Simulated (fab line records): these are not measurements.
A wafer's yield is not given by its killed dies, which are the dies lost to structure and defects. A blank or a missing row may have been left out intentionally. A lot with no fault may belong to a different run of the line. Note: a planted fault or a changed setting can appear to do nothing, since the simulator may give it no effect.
fab line records    flow n5-finfet
record: lots: 7  wafers: 21  last-day: 18
route steps=1938 shown BEOL_M11@1575 PASSIVATION@1936
lots untouched by any fault: they come from a run of this same line in which no faults occurred
start-h: the number of hours between the record's first day and the start of the first shown wafer of the lot    wait-h: hours elapsed since this lot's preceding step    " repeats the value in the row above    L1.1+2: a row that stands for several wafers    - no value, or no start was given    * or withheld: withheld    < > ~ a bound
route shown NAME@n: names a module that has steps shown in the file, with the first one's number in the route    usual: average and standard deviation across the fault-free wafers    same: alike in all rows    chamber/n: place in a boat    sites: the reading at each site    _std_site: standard deviation of those values    _edge_site: the outer-site mean with the inner-site mean subtracted    radius-mm: how far each site lies from the wafer's centre    mask NAME#n: copy n    behind: tool/chamber where the wafer was last shaped    hold: why the lot was held/for how many hours/how that ended    device: the n, p or np transistor that did not switch    end of line: the tests these same wafers got at the end of their route    a step without rows: its recipe alone    killed: dies lost to structure and defects at the first sort, not the wafer's yield    map: per-die view of a wafer (x killed, . not killed, _ where there is no die)
set.NAME: the setting the step ran with; set.NAME@STEP: the setting that earlier step ran with    model.NAME: the simulator's own value behind a step, which no gauge read
certain route steps with their lots: each step a table, each wafer a row
services: a tool's chamber out of use, with start hour (start-h, from the record's first day; less than 0 if before it), hours out, and reason
== steps ==
step: N5_BEOL_M11_VIA_ETCH_34
recipe: chemistry: C4F6/O2  target: SiCOH_lowk  target-depth-a: 1845  mask-material: SOC  taper-deg: 4  time-s: 69.2  ion-energy-ev: 250  pressure-mtorr: 30  source-w: 345  bias-w: 185  Ar_flow_sccm: 300  C4F6_flow_sccm: 10  O2_flow_sccm: 10
usual: drypump-motor-current-A: 5.7/0.39  mfc-ar-sccm: 299.8/0.89  oes-product-au: 0.80/0.098  rf-fwd-power-W: 341.6/1.3  rf-vpp-V: 661/10  showerhead-plenum-p-Torr: 2.85/0.094  throttle-valve-pct: 20.84/0.25
lot.wafer  tool         chamber  start-h  wait-h  drypump-motor-current-A  mfc-ar-sccm  oes-product-au  rf-fwd-power-W  rf-hours-counter-h  rf-vpp-V  showerhead-plenum-p-Torr  throttle-valve-pct
L992.3     rie-diel-02  2        235.17   0.0     5.7                      299.3        0.70            342.0           208                 658       2.91                      20.93
L992.4     "            2        "        "       5.8                      299.6        0.71            340.4           -                   657       2.91                      20.91
L992.5     "            1        "        "       5.2                      299.2        0.75            342.6           -                   645       2.72                      20.57
L994.1     rie-diel-06  2        248.06   0.0     5.2                      298.4        0.70            340.5           214                 667       2.95                      21.26
L994.4     "            3        "        "       5.5                      299.8        0.86            338.6           59                  666       2.89                      20.72
L994.5     "            0        "        "       5.9                      300.0        0.92            341.8           -                   655       2.79                      20.67
L105.1     rie-diel-01  2        308.40   0.0     5.6                      299.3        0.70            340.5           220                 660       2.83                      20.77
L105.2     "            3        "        "       5.9                      300.5        0.78            340.2           140                 658       2.95                      20.81
L105.5     "            0        "        "       5.4                      299.5        0.76            342.4           -                   670       2.86                      21.23
L106.1     rie-diel-06  2        329.02   0.0     5.2                      299.4        0.68            341.6           239                 667       2.94                      21.33
L106.2     "            3        "        "       5.5                      298.9        0.82            339.1           83                  663       2.87                      20.73
L106.5     "            3        "        "       5.5                      299.5        0.82            340.1           -                   665       2.87                      20.73
L107.1     rie-diel-06  3        339.80   0.0     5.5                      300.7        0.81            340.8           88                  663       2.87                      20.74
L107.3     "            2        "        "       5.2                      299.1        0.68            340.3           244                 669       2.94                      21.35
L107.5     "            0        "        "       5.9                      300.4        0.87            343.1           -                   654       2.77                      20.72
L110.3     rie-diel-06  0        341.56   0.0     5.9                      298.7        0.86            342.8           43                  655       2.77                      20.70
L110.4     "            1        "        "       5.5                      300.8        0.92            342.7           28                  672       2.80                      20.58
L110.6     "            2        "        "       5.2                      299.0        0.68            341.8           -                   668       2.94                      21.32
L114.1     rie-diel-02  1        394.43   0.0     5.2                      299.5        0.70            342.8           242                 644       2.69                      20.66
L114.3     "            3        "        "       6.4                      299.5        0.90            341.5           22                  647       2.78                      20.65
L114.5     "            3        "        "       6.4                      300.8        0.90            340.4           -                   645       2.78                      20.64
step: N5_BEOL_M11_STRIP_73
recipe: chemistry: C4F6/O2  resist: SiARC  rf-frequency-hz: 6e+07
step: N5_BEOL_M11_STRIP_36
recipe: chemistry: N2/H2  power-w: 450  temp-c: 40  pressure-mtorr: 20  rf-frequency-hz: 6e+07  overash-fraction: 0.3  bias-power-w: 7  h2-frac: 0.5  n2-flow-sccm: 200  h2-flow-sccm: 200
usual: drypump-motor-current-A: 5.7/0.39  oes-product-au: 0.80/0.096  rf-vpp-V: 59.1/1.9  showerhead-plenum-p-Torr: 2.54/0.084  throttle-valve-pct: 23.61/0.24
same: overash-fraction: 0.3
lot.wafer  tool         chamber  start-h  wait-h  drypump-motor-current-A  oes-product-au  rf-hours-counter-h  rf-vpp-V  showerhead-plenum-p-Torr  throttle-valve-pct
L992.3     rie-diel-02  2        235.24   0.0     5.8                      0.69            208                 57.2      2.63                      23.88
L992.4     "            2        "        "       5.8                      0.70            -                   59.5      2.63                      23.91
L992.5     "            1        "        "       5.2                      0.76            -                   61.4      2.43                      23.42
L994.1     rie-diel-06  2        248.12   0.0     5.2                      0.71            214                 60.6      2.63                      24.02
L994.4     "            3        "        "       5.5                      0.87            59                  58.7      2.55                      23.34
L994.5     "            0        "        "       5.9                      0.94            -                   58.5      2.48                      23.76
L105.1     rie-diel-01  2        308.46   0.0     5.5                      0.69            220                 58.3      2.52                      23.78
L105.2     "            3        "        "       5.9                      0.78            140                 58.8      2.63                      23.44
L105.5     "            0        "        "       5.4                      0.77            -                   55.7      2.53                      23.62
L106.1     rie-diel-06  2        329.08   0.0     5.2                      0.70            240                 57.4      2.62                      24.05
L106.2     "            3        "        "       5.5                      0.80            84                  58.8      2.54                      23.34
L106.5     "            3        "        "       5.5                      0.83            -                   59.4      2.54                      23.36
L107.1     rie-diel-06  3        339.86   0.0     5.6                      0.81            88                  61.6      2.54                      23.38
L107.3     "            2        "        "       5.2                      0.67            244                 62.3      2.62                      24.06
L107.5     "            0        "        "       6.0                      0.87            -                   57.0      2.46                      23.79
L110.3     rie-diel-06  0        341.62   0.0     5.9                      0.89            43                  58.2      2.46                      23.82
L110.4     "            1        "        "       5.5                      0.89            29                  60.6      2.50                      23.37
L110.6     "            2        "        "       5.2                      0.67            -                   61.1      2.62                      24.06
L114.1     rie-diel-02  1        394.49   0.0     5.2                      0.71            242                 59.7      2.41                      23.49
L114.3     "            3        "        "       6.4                      0.93            22                  60.2      2.47                      23.34
L114.5     "            3        "        "       6.4                      0.92            -                   61.3      2.47                      23.35
step: N5_BEOL_M11_TRENCH_ETCH_37
recipe: chemistry: C4F6/O2  target-depth-a: 1488.3  target: SiCOH_lowk  time-s: 48  ion-energy-ev: 250  pressure-mtorr: 30  source-w: 345  bias-w: 185  Ar_flow_sccm: 300  C4F6_flow_sccm: 10  O2_flow_sccm: 10
usual: drypump-motor-current-A: 5.7/0.39  mfc-ar-sccm: 299.9/0.83  oes-product-au: 0.80/0.099  rf-fwd-power-W: 340.8/1.5  rf-vpp-V: 661/10  showerhead-plenum-p-Torr: 2.85/0.094  throttle-valve-pct: 20.88/0.25
lot.wafer  tool         chamber  start-h  wait-h  drypump-motor-current-A  mfc-ar-sccm  oes-product-au  rf-fwd-power-W  rf-hours-counter-h  rf-vpp-V  showerhead-plenum-p-Torr  throttle-valve-pct
L992.3     rie-diel-02  2        -        -       5.8                      298.7        0.71            338.2           208                 657       2.91                      20.95
L992.4     "            2        "        "       5.8                      299.4        0.70            339.5           -                   659       2.91                      20.93
L992.5     "            1        "        "       5.2                      300.1        0.73            340.5           -                   646       2.72                      20.61
L994.1     rie-diel-06  2        -        -       5.2                      300.1        0.70            341.1           214                 667       2.95                      21.29
L994.4     "            3        "        "       5.5                      300.0        0.86            340.2           59                  665       2.89                      20.75
L994.5     "            0        "        "       5.9                      299.8        0.92            339.1           -                   655       2.79                      20.72
L105.1     rie-diel-01  2        -        -       5.6                      299.1        0.69            340.9           220                 659       2.83                      20.79
L105.2     "            3        "        "       5.9                      299.8        0.77            341.6           140                 659       2.95                      20.84
L105.5     "            0        "        "       5.4                      300.2        0.75            345.4           -                   668       2.86                      21.24
L106.1     rie-diel-06  2        -        -       5.2                      301.4        0.68            341.0           240                 669       2.94                      21.34
L106.2     "            3        "        "       5.5                      299.1        0.82            340.1           84                  663       2.88                      20.78
L106.5     "            3        "        "       5.5                      301.5        0.81            339.3           -                   663       2.88                      20.77
L107.1     rie-diel-06  3        -        -       5.5                      300.3        0.82            338.3           88                  664       2.87                      20.79
L107.3     "            2        "        "       5.1                      299.1        0.67            339.7           244                 668       2.94                      21.35
L107.5     "            0        "        "       5.9                      299.5        0.87            341.4           -                   653       2.77                      20.77
L110.3     rie-diel-06  0        -        -       5.9                      298.4        0.87            340.1           43                  654       2.77                      20.74
L110.4     "            1        "        "       5.5                      301.0        0.91            341.4           29                  674       2.80                      20.59
L110.6     "            2        "        "       5.2                      301.8        0.67            341.0           -                   668       2.94                      21.34
L114.1     rie-diel-02  1        -        -       5.2                      300.1        0.69            342.5           242                 644       2.69                      20.70
L114.3     "            3        "        "       6.4                      299.8        0.90            340.5           22                  647       2.78                      20.69
L114.5     "            3        "        "       6.4                      299.8        0.90            341.4           -                   646       2.78                      20.67
step: N5_BEOL_M11_ETCH_41
recipe: chemistry: CH3F/O2  target: SiCN  target-depth-a: 426  taper-deg: 2  time-s: 86  ion-energy-ev: 120  mask-material: TiN  pressure-mtorr: 30  source-w: 395  bias-w: 75  Ar_flow_sccm: 150  CH3F_flow_sccm: 30  O2_flow_sccm: 20
usual: drypump-motor-current-A: 5.7/0.4  mfc-ar-sccm: 150.1/0.43  oes-product-au: 0.80/0.098  rf-fwd-power-W: 391.8/1.5  rf-vpp-V: 297.4/1.6  showerhead-plenum-p-Torr: 2.00/0.069  throttle-valve-pct: 16.26/0.24
lot.wafer  tool         chamber  start-h  wait-h  drypump-motor-current-A  mfc-ar-sccm  oes-product-au  rf-fwd-power-W  rf-hours-counter-h  rf-vpp-V  showerhead-plenum-p-Torr  throttle-valve-pct
L992.3     rie-diel-02  2        -        -       5.8                      150.2        0.71            391.1           208                 298.6     2.05                      16.42
L992.4     "            2        "        "       5.8                      149.8        0.71            389.4           -                   298.6     2.05                      16.41
L992.5     "            1        "        "       5.2                      150.0        0.74            390.6           -                   296.8     1.91                      16.08
L994.1     rie-diel-06  2        -        -       5.2                      149.7        0.70            390.0           214                 299.4     2.07                      16.67
L994.4     "            3        "        "       5.5                      149.9        0.85            391.6           59                  297.4     2.03                      16.09
L994.5     "            0        "        "       5.9                      149.5        0.93            390.4           -                   296.7     1.96                      16.05
L105.1     rie-diel-01  2        -        -       5.6                      150.8        0.71            392.3           221                 295.8     1.98                      16.23
L105.2     "            3        "        "       5.9                      149.8        0.78            390.5           140                 298.7     2.08                      16.27
L105.5     "            0        "        "       5.4                      149.9        0.76            394.8           -                   296.3     2.01                      16.61
L106.1     rie-diel-06  2        -        -       5.2                      150.1        0.68            390.6           240                 298.3     2.07                      16.71
L106.2     "            3        "        "       5.5                      150.3        0.81            390.4           84                  297.3     2.02                      16.14
L106.5     "            3        "        "       5.5                      149.7        0.82            390.9           -                   297.4     2.02                      16.14
L107.1     rie-diel-06  3        -        -       5.5                      149.7        0.81            389.5           88                  297.7     2.02                      16.16
L107.3     "            2        "        "       5.2                      149.4        0.68            391.0           244                 298.8     2.06                      16.73
L107.5     "            0        "        "       5.9                      150.3        0.86            392.7           -                   296.3     1.95                      16.11
L110.3     rie-diel-06  0        -        -       5.9                      150.6        0.87            390.6           43                  297.8     1.95                      16.09
L110.4     "            1        "        "       5.4                      150.3        0.91            390.2           29                  296.4     1.96                      15.96
L110.6     "            2        "        "       5.2                      150.2        0.68            393.2           -                   298.5     2.06                      16.72
L114.1     rie-diel-02  1        -        -       5.2                      149.9        0.69            393.4           242                 294.6     1.89                      16.20
L114.3     "            3        "        "       6.4                      150.1        0.89            391.5           22                  296.0     1.95                      16.02
L114.5     "            3        "        "       6.4                      150.4        0.90            389.7           -                   297.7     1.95                      16.04
step: N5_BEOL_M11_STRIP_77
recipe: chemistry: N2/H2  time-s: 10  power-w: 450  temp-c: 40  pressure-mtorr: 20  rf-frequency-hz: 6e+07  bias-power-w: 7  n2-flow-sccm: 200  h2-flow-sccm: 200
usual: drypump-motor-current-A: 5.7/0.4  oes-product-au: 0.80/0.096  rf-vpp-V: 59.2/0.83  showerhead-plenum-p-Torr: 2.54/0.084  throttle-valve-pct: 23.62/0.24
lot.wafer  tool         chamber  start-h  wait-h  drypump-motor-current-A  oes-product-au  rf-hours-counter-h  rf-vpp-V  showerhead-plenum-p-Torr  throttle-valve-pct
L992.3     rie-diel-02  2        -        -       5.8                      0.70            208                 59.7      2.63                      23.89
L992.4     "            2        "        "       5.8                      0.70            -                   60.0      2.63                      23.89
L992.5     "            1        "        "       5.2                      0.74            -                   58.9      2.43                      23.44
L994.1     rie-diel-06  2        -        -       5.2                      0.71            214                 59.5      2.63                      24.01
L994.4     "            3        "        "       5.6                      0.85            59                  59.0      2.55                      23.33
L994.5     "            0        "        "       5.9                      0.93            -                   58.9      2.48                      23.78
L105.1     rie-diel-01  2        -        -       5.6                      0.70            221                 58.0      2.52                      23.78
L105.2     "            3        "        "       5.9                      0.78            140                 58.7      2.63                      23.45
L105.5     "            0        "        "       5.4                      0.76            -                   58.9      2.53                      23.64
L106.1     rie-diel-06  2        -        -       5.2                      0.68            240                 59.9      2.62                      24.03
L106.2     "            3        "        "       5.5                      0.82            84                  59.6      2.54                      23.36
L106.5     "            3        "        "       5.5                      0.82            -                   59.3      2.54                      23.36
L107.1     rie-diel-06  3        -        -       5.5                      0.82            88                  58.8      2.54                      23.38
L107.3     "            2        "        "       5.2                      0.68            244                 59.7      2.62                      24.04
L107.5     "            0        "        "       5.9                      0.87            -                   59.0      2.47                      23.79
L110.3     rie-diel-06  0        -        -       5.9                      0.86            43                  60.4      2.46                      23.78
L110.4     "            1        "        "       5.5                      0.89            29                  57.7      2.50                      23.36
L110.6     "            2        "        "       5.2                      0.68            -                   59.0      2.62                      24.04
L114.1     rie-diel-02  1        -        -       5.2                      0.71            242                 58.9      2.41                      23.50
L114.3     "            3        "        "       6.4                      0.91            22                  59.3      2.47                      23.33
L114.5     "            3        "        "       6.4                      0.92            -                   59.3      2.47                      23.32
step: N5_BEOL_M11_OCD_MEAS_38
usual: trench-depth-nm: 148.5/2.9
lot.wafer  tool    chamber  start-h  wait-h  trench-depth-nm
L992.3     ocd-01  -        235.46   -       145.6
L992.4     "       -        "        "       145.7
L992.5     "       -        "        "       145.5
L994.1     ocd-02  -        248.35   -       150.9
L994.4     "       -        "        "       154.2
L994.5     "       -        "        "       151.1
L105.1     ocd-01  -        308.68   -       147.1
L105.2     "       -        "        "       145.2
L105.5     "       -        "        "       148.3
L106.1     ocd-02  -        329.30   -       148.5
L106.2     "       -        "        "       150.7
L106.5     "       -        "        "       151.0
L107.1     ocd-01  -        340.09   -       150.8
L107.3     "       -        "        "       148.8
L107.5     "       -        "        "       150.5
L110.3     ocd-01  -        341.84   -       150.4
L110.4     "       -        "        "       149.1
L110.6     "       -        "        "       148.6
L114.1     ocd-01  -        394.71   -       147.2
L114.3     "       -        "        "       145.7
L114.5     "       -        "        "       146.0
step: N5_BEOL_M11_HM_STRIP_39
recipe: chemistry: peroxide-tin-strip  material: TiN  target-depth-a: 250  temp-c: 50  time-s: 158
step: N5_BEOL_M11_SRD_40
recipe: time-s: 30  temp-c: 23  rinse-liquid: diw  dry: ipa-marangoni
step: N5_BEOL_M11_PRECLEAN_42
recipe: chemistry: residue-remover  time-s: 60  temp-c: 40
step: N5_BEOL_M11_SRD_43
recipe: time-s: 30  temp-c: 23  rinse-liquid: diw  dry: ipa-marangoni
step: N5_BEOL_M11_CD_MEAS_35
recipe: target-cd-nm: 70  polarity: opening
usual: cd-nm: 70.0/0.62
lot.wafer  tool       chamber  start-h  wait-h  cd-nm
L992.3     cd-sem-03  -        235.61   0.0     69.0
L992.4     "          -        "        "       68.8
L992.5     "          -        "        "       70.6
L994.1     cd-sem-01  -        248.50   0.0     69.4
L994.4     "          -        "        "       70.7
L994.5     "          -        "        "       70.0
L105.1     cd-sem-02  -        308.84   0.0     70.4
L105.2     "          -        "        "       69.4
L105.5     "          -        "        "       70.1
L106.1     cd-sem-02  -        329.45   0.0     69.2
L106.2     "          -        "        "       69.3
L106.5     "          -        "        "       70.1
L107.1     cd-sem-01  -        340.24   0.0     70.7
L107.3     "          -        "        "       69.4
L107.5     "          -        "        "       70.2
L110.3     cd-sem-03  -        342.00   0.0     70.5
L110.4     "          -        "        "       69.8
L110.6     "          -        "        "       70.3
L114.1     cd-sem-01  -        394.86   0.0     69.9
L114.3     "          -        "        "       70.0
L114.5     "          -        "        "       71.4
step: N5_BEOL_M11_CURE_72
recipe: temp-c: 370  time-s: 120  ambient: DMADMS/He  material: SiCOH_lowk
usual: lamp-power-pct: 52.31/0.061  run-length-s: 178.0/1.2  wafer_temp_C_max: 371.8/0.56
lot.wafer  tool        chamber  start-h  wait-h  lamp-power-pct  run-length-s  wafer_temp_C_max
L992.3     uv-cure-03  0        235.75   0.1     52.35           178.2         371.7
L992.4     "           0        "        "       52.24           177.9         371.3
L992.5     "           0        "        "       52.32           177.5         371.7
L994.1     uv-cure-01  0        248.54   0.0     52.34           176.8         371.1
L994.4     "           0        "        "       52.23           177.2         371.5
L994.5     "           0        "        "       52.31           176.9         371.0
L105.1     uv-cure-02  0        308.88   0.0     52.23           178.2         371.7
L105.2     "           0        "        "       52.33           177.7         371.7
L105.5     "           0        "        "       52.31           177.9         371.8
L106.1     uv-cure-03  1        329.67   0.2     -               -             -
L106.2     "           1        "        "       -               -             -
L106.5     "           1        "        "       -               -             -
L107.1     uv-cure-01  2        340.28   0.0     -               -             -
L107.3     "           2        "        "       -               -             -
L107.5     "           2        "        "       -               -             -
L110.3     uv-cure-02  1        342.14   0.1     -               -             -
L110.4     "           1        "        "       -               -             -
L110.6     "           1        "        "       -               -             -
L114.1     uv-cure-03  1        394.91   0.0     52.34           177.2         371.8
L114.3     "           1        "        "       52.27           177.0         372.6
L114.5     "           1        "        "       52.34           177.0         371.6
step: N5_BEOL_M11_DEGAS_44
recipe: ambient: vacuum  temp-c: 250  time-s: 60
step: N5_PASSIVATION_PROBE_49
usual: defect-limited-yield: 91.4/1.5  killed_at_M0_to_M3: 35/11  killed_at_M4_up: 16/7  killed-at-contacts: 11/5.3  killed-at-front-end: 37/11  killed-at-other: 3.1/2.8  killed-dies: 102/18  killed-on-rim: 13/3.7  killed-open: 69/15  killed-short: 31/7.8  sort_bin_5_function: 5.1/1.1  sort_bin_6_memory: 3.2/0.69  sort_bin_8_speed: 0.00/0.016  sort-n-pass: 1078/18  sort-yield-pct: 91.4/1.5
same: gross-dies: 1180  killed-at-back-side: 0  sort_bin_4_leakage[%]: 0
lot.wafer  tool       chamber  start-h  wait-h  defect-limited-yield[%]  killed_at_M0_to_M3  killed_at_M4_up  killed-at-contacts  killed-at-front-end  killed-at-other  killed-dies  killed-on-rim  killed-open  killed-short  sort_bin_5_function[%]  sort_bin_6_memory[%]  sort_bin_8_speed[%]  sort-n-pass  sort-yield-pct[%]
L994.1     prober-01  -        295.56   0.0     89.2                     44                  19               14                  49                   1                127          12             83           40            6.8                     3.3                   0                    1053         89.2
L994.4     prober-01  -        295.71   0.2     90.0                     28                  7                11                  70                   2                118          12             73           45            6.1                     3.5                   0                    1062         90.0
L994.5     prober-01  -        295.76   0.2     90.0                     27                  24               16                  48                   3                118          10             88           28            5.8                     4.0                   0                    1062         90.0
L105.1     prober-01  -        356.60   0.0     90.5                     35                  18               6                   51                   2                112          10             81           29            4.9                     4.0                   0.08                 1068         90.5
L105.2     prober-01  -        356.65   0.1     89.1                     45                  14               2                   59                   9                129          14             83           46            7.7                     3.0                   0                    1051         89.1
L105.5     prober-01  -        356.80   0.2     90.8                     31                  13               9                   50                   5                108          13             72           35            5.3                     3.6                   0                    1072         90.8
L106.1     prober-01  -        373.63   0.0     90.0                     28                  18               16                  45                   11               118          15             82           36            5.8                     3.6                   0                    1062         90.0
L106.2     prober-01  -        373.68   0.1     89.2                     48                  14               16                  48                   2                128          16             82           45            6.4                     4.0                   0                    1052         89.2
L106.5     prober-01  -        373.83   0.2     91.5                     37                  8                14                  37                   4                100          10             73           27            5.5                     2.9                   0                    1080         91.5
L107.1     prober-02  -        380.65   0.0     92.4                     34                  17               1                   31                   7                90           10             62           25            4.7                     2.5                   0                    1090         92.4
L107.3     prober-02  -        380.75   0.1     90.3                     41                  13               4                   44                   12               114          15             75           38            5.7                     3.5                   0                    1066         90.3
L107.5     prober-02  -        380.85   0.2     93.4                     36                  12               6                   19                   5                78           12             50           28            4.2                     2.2                   0                    1102         93.4
L114.1     prober-01  -        438.99   0.0     93.4                     41                  2                7                   19                   9                78           9              41           35            3.5                     2.6                   0                    1102         93.4
L114.3     prober-01  -        439.09   0.1     93.6                     30                  10               7                   28                   1                76           12             51           25            3.6                     2.5                   0                    1104         93.6
L114.5     prober-01  -        439.19   0.2     92.7                     41                  4                6                   34                   1                86           9              55           29            4.7                     2.3                   0                    1094         92.7
killed by level:class
L994.1 BEOL_M0_SAQP:geometric-particle:short=14 MOL_CONTACT_COAG:geometric-particle:open=11 BEOL_M0_SAQP:geometric-particle:open=11 BEOL_M4:geometric-particle:open=11 BEOL_M3:geometric-particle:open=10 DUMMY_GATE:geometric-particle:open=10 FIN_SAQP:geometric-particle:open=6 FIN_SAQP:geometric-particle:short=6
L994.4 STI_FIN_REVEAL:geometric-particle:open=18 FIN_SAQP:geometric-particle:short=12 FIN_SAQP:geometric-particle:open=11 MOL_CONTACT_COAG:geometric-particle:open=10 BEOL_M0_SAQP:geometric-particle:open=7 BEOL_M0_SAQP:geometric-particle:short=7 BEOL_M3:geometric-particle:open=6 DUMMY_GATE:geometric-particle:open=6
L994.5 MOL_CONTACT_COAG:geometric-particle:open=16 BEOL_M4:geometric-particle:open=12 FIN_SAQP:geometric-particle:open=11 DUMMY_GATE:geometric-particle:open=8 BEOL_M0_SAQP:geometric-particle:short=7 STI_FIN_REVEAL:geometric-particle:open=6 BEOL_M0_SAQP:geometric-particle:open=6 BEOL_M2:geometric-particle:open=6
L105.1 FIN_SAQP:geometric-particle:open=14 FIN_SAQP:geometric-particle:short=12 BEOL_M3:geometric-particle:open=9 BEOL_M1:geometric-particle:open=9 BEOL_M2:geometric-particle:open=8 BEOL_M4:geometric-particle:open=8 STI_FIN_REVEAL:geometric-particle:open=6 GATE_CUT:geometric-particle:open=5
L105.2 FIN_SAQP:geometric-particle:open=18 FIN_SAQP:geometric-particle:short=14 BEOL_M0_SAQP:geometric-particle:short=11 BEOL_M0_SAQP:geometric-particle:open=11 STI_FIN_REVEAL:geometric-particle:open=7 DUMMY_GATE:geometric-particle:open=5 BEOL_M2:geometric-particle:open=5 BEOL_M3:geometric-particle:open=5
L105.5 FIN_SAQP:geometric-particle:open=16 FIN_SAQP:geometric-particle:short=11 BEOL_M2:geometric-particle:open=8 BEOL_M1:geometric-particle:open=7 MOL_CONTACT_COAG:geometric-particle:open=6 BEOL_M0_SAQP:geometric-particle:short=6 GATE_CUT:geometric-particle:open=5 BEOL_M4:geometric-particle:open=5
L106.1 FIN_SAQP:geometric-particle:open=13 MOL_CONTACT_COAG:geometric-particle:open=13 BEOL_M4:geometric-particle:open=8 FIN_SAQP:geometric-particle:short=7 BEOL_M2:geometric-particle:open=7 GATE_CUT:geometric-particle:open=6 GATE_CUT:geometric-particle:short=5 BEOL_M5:geometric-particle:open=5
L106.2 FIN_SAQP:geometric-particle:open=17 MOL_CONTACT_COAG:geometric-particle:open=12 BEOL_M0_SAQP:geometric-particle:open=10 BEOL_M2:geometric-particle:open=10 FIN_SAQP:geometric-particle:short=9 BEOL_M0_SAQP:geometric-particle:short=8 STI_FIN_REVEAL:geometric-particle:open=7 BEOL_M4:geometric-particle:open=7
L106.5 MOL_CONTACT_COAG:geometric-particle:open=11 BEOL_M3:geometric-particle:open=10 BEOL_M1:geometric-particle:open=8 STI_FIN_REVEAL:geometric-particle:open=7 BEOL_M0_SAQP:geometric-particle:open=6 FIN_SAQP:geometric-particle:short=5 DUMMY_GATE:geometric-particle:open=5 GATE_CUT:geometric-particle:short=5
L107.1 STI_FIN_REVEAL:geometric-particle:open=11 BEOL_M4:geometric-particle:open=8 BEOL_M0:geometric-particle:open=7 BEOL_M0_SAQP:geometric-particle:open=6 BEOL_M3:geometric-particle:open=6 BEOL_M2:geometric-particle:open=5 FIN_SAQP:geometric-particle:open=4 BEOL_M0_SAQP:geometric-particle:short=4
L107.3 FIN_SAQP:geometric-particle:short=14 BEOL_M3:geometric-particle:open=14 BEOL_M2:geometric-particle:open=11 FIN_SAQP:geometric-particle:open=10 STI_FIN_REVEAL:geometric-particle:open=6 MIM_TOP:geometric-particle:short=5 BEOL_M4:geometric-particle:open=5 MOL_CONTACT_COAG:geometric-particle:open=4
L107.5 BEOL_M2:geometric-particle:open=12 BEOL_M2:geometric-particle:short=10 BEOL_M3:geometric-particle:open=8 BEOL_M4:geometric-particle:open=8 FIN_SAQP:geometric-particle:short=4 MOL_CONTACT_COAG:geometric-particle:open=4 STARTING-WAFER:geometric-particle:short=4 FIN_SAQP:geometric-particle:open=3
L114.1 BEOL_M0_SAQP:geometric-particle:short=9 BEOL_M2:geometric-particle:open=9 BEOL_M0_SAQP:geometric-particle:open=7 MOL_CONTACT_COAG:geometric-particle:open=6 BEOL_M1:geometric-particle:short=4 MIM_TOP_ETCH:geometric-particle:open=4 BEOL_M3:geometric-particle:open=4 FIN_SAQP:geometric-particle:short=3
L114.3 FIN_SAQP:geometric-particle:short=10 BEOL_M2:geometric-particle:open=8 BEOL_M3:geometric-particle:open=7 BEOL_M0_SAQP:geometric-particle:short=6 MOL_CONTACT_COAG:geometric-particle:open=5 BEOL_M1:geometric-particle:open=5 ILD0:geometric-particle:open=4 STI_FIN_REVEAL:geometric-particle:open=3
L114.5 BEOL_M0_SAQP:geometric-particle:short=11 BEOL_M0_SAQP:geometric-particle:open=9 FIN_SAQP:geometric-particle:open=8 BEOL_M3:geometric-particle:open=8 BEOL_M2:geometric-particle:open=8 FIN_SAQP:geometric-particle:short=7 DUMMY_GATE:geometric-particle:open=5 STI_FIN_REVEAL:geometric-particle:open=4
== services ==
tool         chamber  start-h  hours  kind
rie-diel-02  0        230.12   -      clean
rie-diel-02  0        230.12   -      consumable-replace:focus-ring
rie-diel-02  0        230.12   -      consumable-replace:showerhead
uv-cure-02   -        237.23   1.8    repair
rie-diel-06  1        250.77   15.2   repair
uv-cure-03   -        297.92   0.4    repair
uv-cure-02   -        305.07   1.0    pm
rie-diel-01  1        306.06   3.2    repair
rie-diel-01  2        317.52   13.2   repair
rie-diel-06  1        324.83   6.5    repair
rie-diel-06  0        329.54   6.8    repair
rie-diel-01  -        331.02   28.1   pm
uv-cure-02   -        331.64   1.4    repair
rie-diel-02  3        337.71   39.6   repair
rie-diel-06  1        347.24   8.0    repair
rie-diel-06  2        355.21   -      clean
rie-diel-06  2        355.21   -      consumable-replace:focus-ring
rie-diel-06  2        355.21   19.9   scheduled-down
rie-diel-06  2        355.21   19.9   vent-cycle
rie-diel-01  1        364.05   3.9    repair
rie-diel-02  2        370.56   11.4   repair
rie-diel-02  0        374.23   10.2   repair
rie-diel-01  3        376.43   7.4    repair
rie-diel-06  2        390.90   3.9    repair
== key ==
first-sign: step: N5_BEOL_M11_CURE_72  reading: tool-record  direction: missing
effect none on later readings
met-at N5_BEOL_M11_CURE_72
struck-wafers L106.1,L106.2,L106.5,L107.1,L107.3,L107.5,L110.3,L110.4,L110.6
onset-between 308.88 329.67
fault: kind: skipped-step-whole  tool: uv-cure-01,uv-cure-02,uv-cure-03  chamber: -  onset-h: 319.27  steps: N5_BEOL_M11_CURE_72  scope: struck-lots-only
